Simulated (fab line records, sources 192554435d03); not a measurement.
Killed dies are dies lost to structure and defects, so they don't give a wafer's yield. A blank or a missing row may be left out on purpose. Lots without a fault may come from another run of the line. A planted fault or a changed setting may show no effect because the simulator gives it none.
fab line records | flow n5_finfet
record lots=7 wafers=39
route steps=1938 shown BEOL_M3@950 BEOL_M8@1332 BEOL_M12@1602
start_h: hours from the record's first day to the start of the lot's first wafer shown | wait_h: hours since the lot's step before | " the same as in the row above | L1.1+2: a row that stands for several wafers | - no value, or no start given | * or withheld: withheld | < > ~ a bound
route shown NAME@n: a module of which the file shows steps, and the number in the route of the first | usual: mean/standard deviation of fault-free wafers | same: alike in all rows | chamber/n: place in a boat | sites: the reading at each site | _std_site: their standard deviation | _edge_site: outer sites' mean less inner sites' | radius_mm: how far each site lies from the wafer's centre | mask NAME#n: copy n | behind: the tool/chamber that last shaped the wafer | hold: why the lot was held/for how many hours/how that ended | device: the transistor (n, p or np) that didn't switch | end of line: the same wafers' tests at the end of the route | a step without rows: its recipe alone | killed: dies lost to structure and defects at the first sort, not the wafer's yield | map: a wafer's dies, x killed, . not, _ none there
set.NAME: the setting as run; set.NAME@STEP: as run at that earlier step | model.NAME: the simulator's own value behind a step, which no gauge read
lots whose settings were changed on purpose; a table a step, a row a wafer
## steps
# step N5_BEOL_M3_ETCH_64
# recipe chemistry=N2/H2 target=SOC target_depth_a=750 overetch_a=150 mask_material=SiARC temp_c=40 time_s=112.5 ion_energy_ev=200 pressure_mtorr=30 source_w=840 bias_w=150 n2_flow_sccm=200 h2_flow_sccm=200
# columns lot.wafer tool chamber start_h wait_h set.time_s model.SiARC_of_BEOL_M3_COAT_62.thk_nm
L077.1 rie_diel-06 1 163.02 0.0 88.69 8
L077.2+6 " 3,0 " " 112.5 6.6
L077.3 " 2 " " 112.5 6.8
L077.4+5 " 0,3 " " 88.69 7.8
L078.1+5 rie_diel-03 2,0 188.15 0.0 170.4 4.4
L078.2 " 3 " " 112.5 6.6
L078.3 " 1 " " 112.5 6.8
L078.4 " 0 " " 112.5 7
L078.6 " 1 " " 170.4 4.2
L080.1+2+4+5 rie_diel-06 3,0,0,3 188.33 0.0 112.5 6.6
L080.3+6 " 2 " " 112.5 6.8
L079.1+4 rie_diel-05 2 190.51 0.0 112.5 6.6
L079.2+3+5+6 " 3,1,1,3 " " 112.5 6.8
L082.1+2 rie_diel-03 0,1 194.39 0.0 170.7 4.2
L082.3 " 3 " " 170.7 3.8
L082.4+6 " 2 " " 112.5 7
L082.5 " 3 " " 112.5 6.6
L086.1+2 rie_diel-03 0,2 218.03 0.0 112.5 7
L086.3 " 3 " " 146.9 5
L086.4+6 " 1 " " 146.9 5.2
L086.5 " 2 " " 112.5 6.8
L087.2 rie_diel-05 1 228.88 0.0 112.5 6.8
L087.3+6 " 2 " " 112.5 6.6
# step N5_BEOL_M3_STRIP_65
# recipe chemistry=N2/H2 temp_c=40 n2_flow_sccm=200 h2_flow_sccm=200 rf_frequency_hz=6e+07
# step N5_BEOL_M3_STRIP_75
# recipe chemistry=N2/H2 temp_c=40 n2_flow_sccm=200 h2_flow_sccm=200 rf_frequency_hz=6e+07
# step N5_BEOL_M3_STRIP_66
# recipe chemistry=CF4 resist=SiARC power_w=300 bias_power_w=75 pressure_mtorr=50 cf4_flow_sccm=150 rf_frequency_hz=6e+07
# step N5_BEOL_M3_HM_OPEN_17
# recipe chemistry=Cl2/BCl3 target_depth_a=200 overetch_a=60 target=TiN mask_material=SOC ion_energy_ev=150 pressure_mtorr=10 icp_w=1000 bias_w=126 Cl2_flow_sccm=53.25 bcl3_flow_sccm=21.75 Ar_flow_sccm=25
# columns lot.wafer tool chamber start_h wait_h set.time_s@BEOL_M3_ETCH_64 model.etch.depth_nm
L077.1 rie_metal-02 1 163.19 0.0 88.69 20.02
L077.2 " 0 " " 112.5 19.87
L077.3+6 " 1 " " 112.5 19.99
L077.4 " 0 " " 88.69 19.93
L077.5 " 0 " " 88.69 19.87
L078.1 rie_metal-01 1 188.32 0.0 170.4 14.73
L078.2 " 0 " " 112.5 20.09
L078.3 " 0 " " 112.5 20.28
L078.4 " 1 " " 112.5 20.37
L078.5 " 1 " " 170.4 14.72
L078.6 " 0 " " 170.4 14.62
L080.1 rie_metal-03 0 188.50 0.0 112.5 20.02
L080.2 " 1 " " 112.5 20.09
L080.3 " 1 " " 112.5 19.8
L080.4 " 0 " " 112.5 19.86
L080.5 " 0 " " 112.5 19.95
L080.6 " 1 " " 112.5 19.75
L079.1 rie_metal-01 1 190.68 0.0 112.5 19.96
L079.2 " 0 " " 112.5 20.36
L079.3 " 0 " " 112.5 20.26
L079.4 " 1 " " 112.5 20.07
L079.5 " 0 " " 112.5 20.39
L079.6 " 1 " " 112.5 20.12
L082.1 rie_metal-03 0 194.56 0.0 170.7 14.93
L082.2 " 1 " " 170.7 15.04
L082.3 " 1 " " 170.7 14.97
L082.4 " 0 " " 112.5 20.33
L082.5 " 1 " " 112.5 20.62
L082.6 " 0 " " 112.5 20.55
L086.1 rie_metal-02 1 218.20 0.0 112.5 20.25
L086.2 " 0 " " 112.5 20.03
L086.3 " 0 " " 146.9 16.63
L086.4 " 1 " " 146.9 16.87
L086.5 " 0 " " 112.5 20.04
L086.6 " 1 " " 146.9 17.08
L087.2 rie_metal-03 1 229.04 0.0 112.5 20.21
L087.3 " 0 " " 112.5 20.28
L087.6 " 0 " " 112.5 19.99
# step N5_BEOL_M8_ILD_DEP_00
# recipe material=SiCOH_lowk target_thk_a=1797.5 temp_c=300 precursor=DEMS/porogen pressure_torr=5 rf_w=500 time_s=33.4
# columns lot.wafer tool chamber start_h wait_h set.target_thk_a model.SiCOH_lowk_of_BEOL_M8_ILD_DEP_00.thk_nm
L077.1 pecvd-01 2 218.56 0.0 1797.5 178
L077.2 " 0 " " 1140 113.2
L077.3 " 1 " " 1140 110.2
L077.4 " 2 " " 1140 114.6
L077.5 " 1 " " 1797.5 182.2
L077.6 " 0 " " 1797.5 181
L079.1 pecvd-02 1 243.31 0.0 1797.5 182.2
L079.2 " 2 " " 1797.5 181.4
L079.3 " 0 " " 1797.5 183.8
L079.4 " 0 " " 1797.5 184.2
L079.5 " 1 " " 1797.5 185
L079.6 " 2 " " 1797.5 182.4
L078.1 pecvd-01 0 247.45 0.0 2635 260
L078.2 " 1 " " 1797.5 174.4
L078.3 " 2 " " 2635 262.2
L078.4 " 1 " " 1797.5 176.8
L078.5 " 0 " " 1797.5 176.6
L078.6 " 2 " " 2635 263.6
L082.1 pecvd-01 0 250.18 0.0 1797.5 177.2
L082.2 " 1 " " 2110 206.8
L082.3 " 2 " " 1797.5 178
L082.4 " 2 " " 1797.5 181.2
L082.5 " 1 " " 2110 212
L082.6 " 0 " " 2110 210.8
L080.1 pecvd-04 0 250.19 0.0 1797.5 176.8
L080.2+6 " 2,1 " " 2200 216.6
L080.3 " 1 " " 1797.5 174.4
L080.4 " 0 " " 1797.5 179
L080.5 " 2 " " 2200 224.6
L086.1 pecvd-01 0 279.56 0.0 2139 209.6
L086.2 " 1 " " 2139 211.2
L086.3 " 2 " " 2139 210.8
L086.4 " 0 " " 1797.5 178.4
L086.5 " 1 " " 1797.5 175.6
L086.6 " 2 " " 1797.5 179.2
L087.2 pecvd-02 2 279.96 0.0 1797.5 178.4
L087.3 " 1 " " 1797.5 180.6
L087.6 " 2 " " 1797.5 183.8
# step N5_BEOL_M8_CURE_74
# recipe temp_c=385 time_s=240 ambient=He/Ar material=SiCOH_lowk
# columns lot.wafer tool chamber start_h wait_h set.target_thk_a@BEOL_M8_ILD_DEP_00 model.SiCOH_lowk_of_BEOL_M8_ILD_DEP_00.thk_nm
L077.1 uv_cure-02 0 218.62 0.0 1797.5 153.6
L077.2 " 0 " " 1140 97.2
L077.3 " 0 " " 1140 94.6
L077.4 " 0 " " 1140 98.6
L077.5 " 0 " " 1797.5 157.2
L077.6 " 0 " " 1797.5 156
L079.1+6 uv_cure-03 1 243.40 0.1 1797.5 157.2
L079.2 " 1 " " 1797.5 156.4
L079.3 " 1 " " 1797.5 158.6
L079.4 " 1 " " 1797.5 159
L079.5 " 1 " " 1797.5 159.6
L078.1 uv_cure-02 0 247.52 0.0 2635 225.2
L078.2 " 0 " " 1797.5 150.4
L078.3 " 0 " " 2635 227
L078.4 " 0 " " 1797.5 152.4
L078.5 " 0 " " 1797.5 152.2
L078.6 " 0 " " 2635 228.4
L082.1 uv_cure-03 1 250.25 0.0 1797.5 152.8
L082.2 " 1 " " 2110 178.6
L082.3 " 1 " " 1797.5 153.6
L082.4 " 1 " " 1797.5 156.2
L082.5 " 1 " " 2110 183.2
L082.6 " 1 " " 2110 182.2
L080.1 uv_cure-02 0 250.26 0.0 1797.5 152.4
L080.2 " 0 " " 2200 187.2
L080.3 " 0 " " 1797.5 150.4
L080.4 " 0 " " 1797.5 154.4
L080.5 " 0 " " 2200 194.2
L080.6 " 0 " " 2200 187
L086.1 uv_cure-02 2 279.62 0.0 2139 181
L086.2 " 2 " " 2139 182.4
L086.3 " 2 " " 2139 182
L086.4 " 2 " " 1797.5 153.8
L086.5 " 2 " " 1797.5 151.4
L086.6 " 2 " " 1797.5 154.6
L087.2 uv_cure-01 0 280.40 0.4 1797.5 153.8
L087.3 " 0 " " 1797.5 155.8
L087.6 " 0 " " 1797.5 158.6
# step N5_BEOL_M8_THK_MEAS_01
# recipe reads=SiCOH_lowk_of_BEOL_M8_ILD_DEP_00
# usual M8_ILD_THK=154.0/2.1
# columns lot.wafer tool chamber start_h wait_h set.target_thk_a@BEOL_M8_ILD_DEP_00 M8_ILD_THK[nm]
L077.1 film_metro-01 - 219.14 0.4 1797.5 153.5
L077.2 " - " " 1140 97.3
L077.3 " - " " 1140 94.6
L077.4 " - " " 1140 98.4
L077.5 " - " " 1797.5 157.1
L077.6 " - " " 1797.5 156.1
L079.1 film_metro-02 - 243.92 0.4 1797.5 157.0
L079.2 " - " " 1797.5 156.3
L079.3 " - " " 1797.5 158.6
L079.4 " - " " 1797.5 158.9
L079.5 " - " " 1797.5 159.6
L079.6 " - " " 1797.5 157.4
L078.1 film_metro-02 - 248.03 0.4 2635 225.2
L078.2 " - " " 1797.5 150.2
L078.3 " - " " 2635 227.1
L078.4 " - " " 1797.5 152.4
L078.5 " - " " 1797.5 152.1
L078.6 " - " " 2635 228.3
L082.1 film_metro-01 - 250.76 0.4 1797.5 152.7
L082.2 " - " " 2110 178.5
L082.3 " - " " 1797.5 153.5
L082.4 " - " " 1797.5 156.4
L082.5 " - " " 2110 183.2
L082.6 " - " " 2110 182.2
L080.1 film_metro-01 - 250.77 0.4 1797.5 152.5
L080.2 " - " " 2200 187.0
L080.3 " - " " 1797.5 150.5
L080.4 " - " " 1797.5 154.4
L080.5 " - " " 2200 194.0
L080.6 " - " " 2200 187.3
L086.1 film_metro-01 - 280.14 0.4 2139 181.0
L086.2 " - " " 2139 182.4
L086.3 " - " " 2139 182.2
L086.4 " - " " 1797.5 153.7
L086.5 " - " " 1797.5 151.4
L086.6 " - " " 1797.5 154.6
L087.2 film_metro-01 - 281.24 0.7 1797.5 154.0
L087.3 " - " " 1797.5 155.9
L087.6 " - " " 1797.5 158.5
# step N5_BEOL_M8_VIA_ETCH_34
# recipe chemistry=C4F6/O2 target=SiCOH_lowk target_depth_a=1255 mask_material=SOC taper_deg=4 time_s=50.5 ion_energy_ev=250 pressure_mtorr=30 source_w=345 bias_w=185 Ar_flow_sccm=300 C4F6_flow_sccm=10 O2_flow_sccm=10
# columns lot.wafer tool chamber start_h wait_h set.target_depth_a model.etch.depth_nm model.SOC_of_BEOL_M8_COAT_63.thk_nm
L077.1 rie_diel-02 0 228.48 0.0 1255 123.3 53.8
L077.2 " 3 " " 1255 124.8 54
L077.3 " 1 " " 1255 125.4 54
L077.4 " 2 " " 575.9 57.52 57.2
L077.5 " 1 " " 575.9 57.33 57.6
L077.6 " 2 " " 575.9 57.4 57.2
L079.1 rie_diel-04 3 248.99 0.0 1255 125.2 54.2
L079.2 " 0 " " 1255 125.6 54
L079.3 " 2 " " 1255 127.4 54.2
L079.4 " 1 " " 1255 124 54.4
L079.5 " 0 " " 1255 124.1 54.2
L079.6 " 1 " " 1255 122.8 54.4
L078.1 rie_diel-01 1 251.13 0.0 1255 126 54
L078.2 " 2 " " 1255 124.5 54.4
L078.3 " 3 " " 1462 144.1 53
L078.4 " 0 " " 1462 144.9 53.2
L078.5 " 3 " " 1255 124.4 54.2
L078.6 " 0 " " 1462 145.1 53.2
L080.1 rie_diel-02 0 254.70 0.0 1255 125.3 54.4
L080.2 " 1 " " 779.4 79.22 56.6
L080.3 " 2 " " 779.4 78.89 56.6
L080.4 " 3 " " 779.4 78.83 56.6
L080.5 " 1 " " 1255 127.3 54.2
L080.6 " 2 " " 1255 126.2 54.4
L082.1 rie_diel-04 3 254.84 0.0 1255 124.5 53.4
L082.2 " 0 " " 1255 122.7 53.6
L082.3 " 2 " " 1255 125.7 53.8
L082.4 " 1 " " 1255 122.5 53.8
L082.5 " 2 " " 1255 126.3 53.8
L082.6 " 1 " " 1255 120.6 53.8
L086.1 rie_diel-04 0 283.62 0.0 582 57.28 57.4
L086.2 " 2 " " 1255 126.7 54
L086.3 " 3 " " 1255 124.5 54
L086.4 " 3 " " 1255 124.6 54
L086.5 " 2 " " 582 58.72 57.4
L086.6 " 0 " " 582 57.34 57.2
L087.2 rie_diel-01 1 284.25 0.0 1255 126.5 54.2
L087.3 " 0 " " 1255 123.6 54.6
L087.6 " 1 " " 1255 126.2 54.2
# step N5_BEOL_M12_ILD_DEP_00
# recipe material=SiOC target_thk_a=6589.2 temp_c=350 precursor=DEMS/O2 pressure_torr=5 rf_w=500 time_s=130.7
# columns lot.wafer tool chamber start_h wait_h set.time_s model.SiOC_of_BEOL_M12_ILD_DEP_00.thk_nm
L077.1 pecvd-01 0 253.97 0.0 130.7 660
L077.2 " 2 " " 130.7 658.2
L077.3 " 1 " " 130.7 659.2
L077.4 " 0 " " 130.7 664.8
L077.5 " 2 " " 130.7 663
L077.6 " 1 " " 130.7 665.6
L079.1 pecvd-02 0 277.77 0.0 130.7 651.4
L079.2 " 2 " " 130.7 659.2
L079.3 " 1 " " 130.7 654.4
L079.4 " 1 " " 130.7 666
L079.5 " 0 " " 130.7 652.4
L079.6 " 2 " " 130.7 666.8
L078.1 pecvd-02 1 279.10 0.0 181.6 910.4
L078.2 " 0 " " 130.7 656.4
L078.3 " 2 " " 130.7 665.4
L078.4 " 2 " " 181.6 922
L078.5 " 0 " " 130.7 670
L078.6 " 1 " " 181.6 923.8
L082.1 pecvd-04 2 284.48 0.0 172.4 854.6
L082.2 " 0 " " 130.7 656.2
L082.3 " 0 " " 172.4 870
L082.4 " 2 " " 130.7 664.4
L082.5 " 0 " " 130.7 656.6
L082.6 " 2 " " 172.4 864.2
L080.1 pecvd-04 0 285.17 0.0 98.14 490.4
L080.2 " 2 " " 98.14 489
L080.3 " 0 " " 130.7 662.4
L080.4 " 2 " " 98.14 501.6
L080.5 " 0 " " 130.7 660
L080.6 " 2 " " 130.7 660.2
L087.2 pecvd-04 0 317.73 0.0 130.7 653.2
L087.3 " 2 " " 130.7 646.2
L087.6 " 0 " " 130.7 660.8
L086.1 pecvd-01 2 318.79 0.0 92.82 469.8
L086.2 " 0 " " 130.7 654.4
L086.3 " 1 " " 92.82 472.4
L086.4 " 1 " " 92.82 478
L086.5 " 0 " " 130.7 671.4
L086.6 " 2 " " 130.7 664.8
# step N5_BEOL_M12_THK_MEAS_01
# recipe reads=SiOC_of_BEOL_M12_ILD_DEP_00
# usual M12_ILD_THK=662/8.1
# columns lot.wafer tool chamber start_h wait_h set.time_s@BEOL_M12_ILD_DEP_00 M12_ILD_THK[nm]
L077.1 film_metro-01 - 254.10 0.1 130.7 660
L077.2 " - " " 130.7 658
L077.3 " - " " 130.7 659
L077.4 " - " " 130.7 665
L077.5 " - " " 130.7 663
L077.6 " - " " 130.7 665
L079.1 film_metro-01 - 277.90 0.1 130.7 652
L079.2 " - " " 130.7 660
L079.3 " - " " 130.7 654
L079.4 " - " " 130.7 666
L079.5 " - " " 130.7 652
L079.6 " - " " 130.7 667
L078.1 film_metro-02 - 279.23 0.1 181.6 910
L078.2 " - " " 130.7 657
L078.3 " - " " 130.7 666
L078.4 " - " " 181.6 922
L078.5 " - " " 130.7 670
L078.6 " - " " 181.6 924
L082.1 film_metro-02 - 284.67 0.1 172.4 855
L082.2 " - " " 130.7 657
L082.3 " - " " 172.4 870
L082.4 " - " " 130.7 664
L082.5 " - " " 130.7 656
L082.6 " - " " 172.4 865
L080.1 film_metro-02 - 285.35 0.1 98.14 490
L080.2 " - " " 98.14 489
L080.3 " - " " 130.7 663
L080.4 " - " " 98.14 502
L080.5 " - " " 130.7 659
L080.6 " - " " 130.7 660
L087.2 film_metro-01 - 317.86 0.1 130.7 653
L087.3 " - " " 130.7 646
L087.6 " - " " 130.7 661
L086.1 film_metro-01 - 318.92 0.1 92.82 470
L086.2 " - " " 130.7 654
L086.3 " - " " 92.82 472
L086.4 " - " " 92.82 478
L086.5 " - " " 130.7 671
L086.6 " - " " 130.7 665
# step N5_BEOL_M12_COAT_58
# recipe resist=BARC temp_c=205 time_s=60 spin_rpm=1500 resist_thk_nm=89
# step N5_BEOL_M12_COAT_04
# recipe spin_rpm=1625 resist_thk_nm=400
# step N5_BEOL_M12_DESCUM_15
# recipe chemistry=O2 time_s=7.9 source_power_w=50 bias_power_w=20 pressure_mtorr=20 rf_frequency_hz=2.712e+07 temp_c=40 o2_flow_sccm=225
# step N5_BEOL_M12_ETCH_59
# recipe chemistry=N2/H2 target=BARC target_depth_a=890 overetch_a=267 time_s=67.9 ion_energy_ev=200 pressure_mtorr=30 source_w=840 bias_w=150 n2_flow_sccm=200 h2_flow_sccm=200
# step N5_BEOL_M12_VIA_ETCH_16
# recipe chemistry=C4F8/O2/Ar target=SiOC pressure_mtorr=30 source_w=3000 bias_w=700 Ar_flow_sccm=400 C4F8_flow_sccm=15 O2_flow_sccm=8 he_inner_torr=15 he_outer_torr=30 target_depth_a=7248 time_s=withheld ion_energy_ev=250 ends=cleared
# columns lot.wafer tool chamber start_h wait_h set.time_s@BEOL_M12_ILD_DEP_00 model.etch.depth_nm model.coat_of_BEOL_M12_COAT_04.thk_nm
L077.1 rie_diel-01 3 254.58 0.0 * 660 121.8
L077.2 " 0 " " * 658.1 123.6
L077.3 " 2 " " * 659.2 125
L077.4 " 1 " " * 664.8 120
L077.5 " 2 " " * 663.1 121.8
L077.6 " 3 " " * 665.5 121.6
L079.1 rie_diel-01 1 278.49 0.0 * 651.5 126
L079.2 " 0 " " * 659.3 123.2
L079.3 " 3 " " * 654.5 125.8
L079.4 " 2 " " * 666 122.2
L079.5 " 1 " " * 652.3 124.8
L079.6 " 0 " " * 666.7 120.8
L078.1 rie_diel-02 1 280.81 0.0 * 910.5 48.6
L078.2 " 2 " " * 656.4 123.2
L078.3 " 0 " " * 665.3 122.8
L078.4 " 3 " " * 922.1 44.8
L078.5 " 0 " " * 669.9 122
L078.6 " 1 " " * 923.8 46.2
L082.1 rie_diel-04 2 285.17 0.0 * 854.5 61.2
L082.2 " 0 " " * 656.3 124.2
L082.3 " 3 " " * 870 58.6
L082.4 " 0 " " * 664.3 121.8
L082.5 " 2 " " * 656.6 121.2
L082.6 " 3 " " * 864.2 61
L080.1 rie_diel-02 2 285.95 0.0 * 490.4 170.2
L080.2 " 3 " " * 489 169.6
L080.3 " 1 " " * 662.4 120.4
L080.4 " 0 " " * 501.6 169.2
L080.5 " 2 " " * 660 122.8
L080.6 " 3 " " * 660.2 120.4
L087.2 rie_diel-01 0 318.61 0.0 * 653.1 123.4
L087.3 " 1 " " * 646.3 126.6
L087.6 " 2 " " * 660.9 122.6
L086.1 rie_diel-02 3 319.53 0.0 * 469.8 178.4
L086.2 " 1 " " * 654.4 123.6
L086.3 " 2 " " * 472.3 175
L086.4 " 0 " " * 477.9 178.2
L086.5 " 2 " " * 671.3 117.6
L086.6 " 1 " " * 664.7 120
# step N5_BEOL_M12_STRIP_63
# recipe chemistry=N2/H2 power_w=1000 temp_c=250 h2_frac=0.65 overash_fraction=0.3 pressure_mtorr=1000 n2_flow_sccm=1750 h2_flow_sccm=3250
# usual oes_product_au=0.693/0.0046 strip_time_to_endpoint_s=42.3/0.74
# columns lot.wafer tool chamber start_h wait_h set.time_s@BEOL_M12_ILD_DEP_00 oes_product_au strip_time_to_endpoint_s
L077.1 plasma_asher-02 0 254.78 - 130.7 0.696 42.2
L077.2 " 1 " " 130.7 0.696 42.7
L077.3 " 0 " " 130.7 0.690 43.0
L077.4 " 1 " " 130.7 0.701 41.7
L077.5 " 0 " " 130.7 0.691 42.1
L077.6 " 1 " " 130.7 0.685 42.1
L079.1 plasma_asher-02 0 278.69 - 130.7 0.692 43.3
L079.2 " 1 " " 130.7 0.698 42.5
L079.3 " 1 " " 130.7 0.695 43.3
L079.4 " 0 " " 130.7 0.692 42.3
L079.5 " 1 " " 130.7 0.695 43.0
L079.6 " 0 " " 130.7 0.692 41.9
L078.1 plasma_asher-01 1 281.01 - 181.6 0.656 21.1
L078.2 " 0 " " 130.7 0.692 42.5
L078.3 " 0 " " 130.7 0.694 42.4
L078.4 " 1 " " 181.6 0.667 20.0
L078.5 " 1 " " 130.7 0.688 42.2
L078.6 " 0 " " 181.6 0.657 20.4
L082.1 plasma_asher-02 1 285.37 - 172.4 0.662 25.1
L082.2 " 0 " " 130.7 0.691 42.8
L082.3 " 0 " " 172.4 0.674 24.2
L082.4 " 1 " " 130.7 0.700 42.1
L082.5 " 0 " " 130.7 0.689 42.0
L082.6 " 1 " " 172.4 0.672 25.0
L080.1 plasma_asher-02 1 286.15 - 98.14 0.702 54.9
L080.2 " 0 " " 98.14 0.704 54.8
L080.3 " 1 " " 130.7 0.691 41.8
L080.4 " 0 " " 98.14 0.702 54.7
L080.5 " 0 " " 130.7 0.687 42.4
L080.6 " 1 " " 130.7 0.685 41.8
L087.2 plasma_asher-01 1 318.81 - 130.7 0.702 42.6
L087.3 " 0 " " 130.7 0.689 43.5
L087.6 " 0 " " 130.7 0.696 42.4
L086.1 plasma_asher-01 1 319.73 - 92.82 0.724 57.1
L086.2 " 0 " " 130.7 0.687 42.7
L086.3 " 1 " " 92.82 0.721 56.2
L086.4 " 0 " " 92.82 0.707 57.0
L086.5 " 0 " " 130.7 0.692 41.1
L086.6 " 1 " " 130.7 0.693 41.7
## key
split step=N5_BEOL_M3_ETCH_64 setting=time_s stated=112.5 by=wafer
response step=N5_BEOL_M3_ETCH_64 reading=model.SiARC_of_BEOL_M3_COAT_62.thk_nm change=-0.0525 per=1% r=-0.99
response step=N5_BEOL_M3_HM_OPEN_17 reading=model.etch.depth_nm change=-0.0999 per=1% r=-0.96
split step=N5_BEOL_M8_ILD_DEP_00 setting=target_thk_a stated=1797.5 by=wafer
response step=N5_BEOL_M8_ILD_DEP_00 reading=model.SiCOH_lowk_of_BEOL_M8_ILD_DEP_00.thk_nm change=+1.84 per=1% r=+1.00
response step=N5_BEOL_M8_CURE_74 reading=model.SiCOH_lowk_of_BEOL_M8_ILD_DEP_00.thk_nm change=+1.6 per=1% r=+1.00
response step=N5_BEOL_M8_THK_MEAS_01 reading=M8_ILD_THK change=+1.6 per=1% r=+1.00
split step=N5_BEOL_M8_VIA_ETCH_34 setting=target_depth_a stated=1255 by=wafer
response step=N5_BEOL_M8_VIA_ETCH_34 reading=model.etch.depth_nm change=+1.25 per=1% r=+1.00
response step=N5_BEOL_M8_VIA_ETCH_34 reading=model.SOC_of_BEOL_M8_COAT_63.thk_nm change=-0.0621 per=1% r=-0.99
split step=N5_BEOL_M12_ILD_DEP_00 setting=time_s stated=130.7 by=wafer
response step=N5_BEOL_M12_ILD_DEP_00 reading=model.SiOC_of_BEOL_M12_ILD_DEP_00.thk_nm change=+6.53 per=1% r=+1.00
response step=N5_BEOL_M12_THK_MEAS_01 reading=M12_ILD_THK change=+6.53 per=1% r=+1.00
response step=N5_BEOL_M12_VIA_ETCH_16 reading=model.etch.depth_nm change=+6.53 per=1% r=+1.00
response step=N5_BEOL_M12_VIA_ETCH_16 reading=model.coat_of_BEOL_M12_COAT_04.thk_nm change=-1.95 per=1% r=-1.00
response step=N5_BEOL_M12_STRIP_63 reading=oes_product_au change=-0.000785 per=1% r=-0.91
response step=N5_BEOL_M12_STRIP_63 reading=strip_time_to_endpoint_s change=* per=1% r=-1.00
